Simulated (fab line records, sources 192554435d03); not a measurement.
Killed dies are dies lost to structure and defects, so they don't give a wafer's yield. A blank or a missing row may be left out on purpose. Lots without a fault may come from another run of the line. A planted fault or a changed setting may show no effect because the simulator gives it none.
A struck lot beside a sound one | flow n5_finfet | 37 steps out of a route of 1938
Sound: wafers L476.1, L476.3, L476.6. Struck: wafers L460.2, L460.3. The cause comes at the end.
At each step with rows: each side's tool, then ch and its chambers, then its first start. Under that, the readings that differ: sound wafers | struck wafers | difference of the means | sigmas: that difference in standard deviations of wafers without a fault.
alike: readings whose means differ by less than 2 such deviations, and words and numbers that are the same on both sides. not compared: withheld readings, readings that some wafer has no value for, bounds like >300 that may hide the same value, and numbers for which the record gives no deviation and whose values overlap.
The two part at a step that has a row with sigmas, a row that says differs or no value, or rows on one side only. Numbers that don't overlap but have no deviation are shown without sigmas and don't part them. A reading that every wafer of one side lacks parts them only if that side has two wafers or more.

first, 9 steps without rows for these wafers: N5_PMOS_HMC_CHANNEL_EPI_COAT_31 (time 60 s, resist thk 66 nm); N5_PMOS_HMC_CHANNEL_EPI_COAT_03 (resist thk 205 nm); N5_PMOS_HMC_CHANNEL_EPI_EBR_05; N5_PMOS_HMC_CHANNEL_EPI_SOFTBAKE_04 (time 60 s); N5_PMOS_HMC_CHANNEL_EPI_EXPOSE_06 (exposes mask PMOS HMC BLK, target cd 240 nm); N5_PMOS_HMC_CHANNEL_EPI_PEB_07 (peb time 60 s); N5_PMOS_HMC_CHANNEL_EPI_DEVELOP_08 (develop time 30 s); N5_PMOS_HMC_CHANNEL_EPI_DESCUM_14 (chemistry O2, time 7.9 s); N5_PMOS_HMC_CHANNEL_EPI_ETCH_32 (etches BARC in N2/H2, stops on SiO2, target depth 85.8 nm, time 50.3 s).
N5_PMOS_HMC_CHANNEL_EPI_HM_OPEN_15: chemistry CHF3/O2, target SiO2, target depth 40.6 nm, time 20.3 s.
  sound on rie_diel-05 ch 0,1,3, day 7 11:16; struck on rie_diel-02 ch 1,3, day 3 11:11
  reading                                                         | sound             | struck      | difference | sigmas
  oes_product_au (a.u.)                                           | 0.71 0.89 0.90    | 0.63 0.63   | -0.20      | -3
  model.etch.depth_nm (nm)                                        | 40.47 41.21 40.84 | 28.64 28.44 | -12.30     |
  model.CAR-ArF-block_of_PMOS_HMC_CHANNEL_EPI_COAT_03.thk_nm (nm) | 91.74 87.57 90.79 | 102.3 103.7 | +13.0      |
  alike: drypump_motor_current_A, mfc_ar_sccm, oes_f_703_au, rf_vpp_V, showerhead_plenum_p_Torr, throttle_valve_pct
  not compared: rf_hours_counter_h
then, 25 steps without rows for these wafers: N5_PMOS_HMC_CHANNEL_EPI_STRIP_33 (strips in N2/H2); N5_PMOS_HMC_CHANNEL_EPI_STRIP_17 (strips in SPM, time 750 s); N5_PMOS_HMC_CHANNEL_EPI_ETCH_38 (etches SiO2 in CF4, target depth 1.5 nm); N5_PMOS_HMC_CHANNEL_EPI_FIN_RECESS_16 (chemistry HBr/Cl2, target Si, target depth 54 nm, time 18 s); N5_PMOS_HMC_CHANNEL_EPI_PRECLEAN_36 (cleans in O3/DIW, time 45 s); N5_PMOS_HMC_CHANNEL_EPI_PRECLEAN_18 (cleans in DHF, time 30 s); N5_PMOS_HMC_CHANNEL_EPI_SRD_19 (time 30 s); N5_PMOS_HMC_CHANNEL_EPI_EPI_20 (deposits SiGe30, target thk 59 nm); N5_PMOS_HMC_CHANNEL_EPI_HM_STRIP_35 (strips SiO2 in dHF, material SiO2, target depth 39.6 nm, time 216 s); N5_PMOS_HMC_CHANNEL_EPI_SRD_39 (time 30 s); N5_PMOS_HMC_CHANNEL_EPI_CMP_21 (polishes SiGe30, target thk 54 nm); N5_PMOS_HMC_CHANNEL_EPI_PRECLEAN_40 (cleans in DHF, time 30 s); N5_PMOS_HMC_CHANNEL_EPI_PRECLEAN_37 (cleans in O3/DIW, time 45 s); N5_PMOS_HMC_CHANNEL_EPI_PRECLEAN_24 (cleans in DHF, time 30 s); N5_PMOS_HMC_CHANNEL_EPI_SRD_25 (time 30 s); N5_PMOS_HMC_CHANNEL_EPI_EPI_26 (deposits Si from SiH4/H2, target thk 3.8 nm, time 22.7 s); N5_FIN_SAQP_PRECLEAN_42 (cleans in O3/DIW, time 60 s); N5_FIN_SAQP_PRECLEAN_00 (cleans in SC1, time 60 s); N5_FIN_SAQP_PRECLEAN_44 (cleans in SC2, time 45 s); N5_FIN_SAQP_SRD_01 (time 30 s); N5_FIN_SAQP_ALD_61 (deposits SiO2, target thk 4 nm, pulse time 1 s, purge time 2 s); N5_FIN_SAQP_DENSIFY_62 (time 60 s); N5_FIN_SAQP_HM_DEP_03 (deposits SiNx from SiH4/NH3/N2, target thk 38 nm, time 33.6 s); N5_FIN_SAQP_PECVD_47 (deposits a-Si from SiH4/He, target thk 45 nm, time 36.3 s); N5_FIN_SAQP_PECVD_48 (deposits SiNx from SiH4/NH3/N2, target thk 25 nm, time 22.1 s).
N5_BEOL_M4_RC_MEAS_101:
  the record has rows for the sound wafers here (prober-01 ch 0, day 13 17:56) and none for the struck ones
-- the record jumps here: 11 days lie between the struck wafers' starts before and after (it left off in module BEOL_M4 and takes up again in module PASSIVATION, whose first step shown is number 1936 of the route) --
N5_PASSIVATION_PROBE_49:
  sound on prober-01, day 18 23:05; struck on prober-01, day 14 07:59
  reading                  | sound          | struck    | difference | sigmas
  defect_limited_yield (%) | 91.8 90.3 91.8 | 1.4 0.3   | -90.5      | -57
  killed_at_front_end      | 27 38 29       | 1092 1127 | +1078      | +83
  killed_dies              | 97 115 97      | 1163 1177 | +1067      | +56
  killed_on_rim            | 9 15 12        | 141 149   | +133       | +31
  sort_bin_5_function (%)  | 4.5 5.7 4.7    | 94.7 96.5 | +90.6      | +82
  sort_n_pass              | 1083 1065 1083 | 17 3      | -1067      | -56
  sort_yield_pct (%)       | 91.8 90.3 91.8 | 1.4 0.3   | -90.5      | -57
  alike: killed_at_M0_to_M3, killed_at_M4_up, killed_at_contacts, killed_at_other, killed_open, killed_short, sort_bin_6_memory

WHERE THEY PART
First at N5_PMOS_HMC_CHANNEL_EPI_HM_OPEN_15; last, within this record, at N5_PASSIVATION_PROBE_49.

WHY: what the simulator had put in
Process parameter drift: rie_diel-02, from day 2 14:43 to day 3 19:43, at N5_PMOS_HMC_CHANNEL_EPI_HM_OPEN_15. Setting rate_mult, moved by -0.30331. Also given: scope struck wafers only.
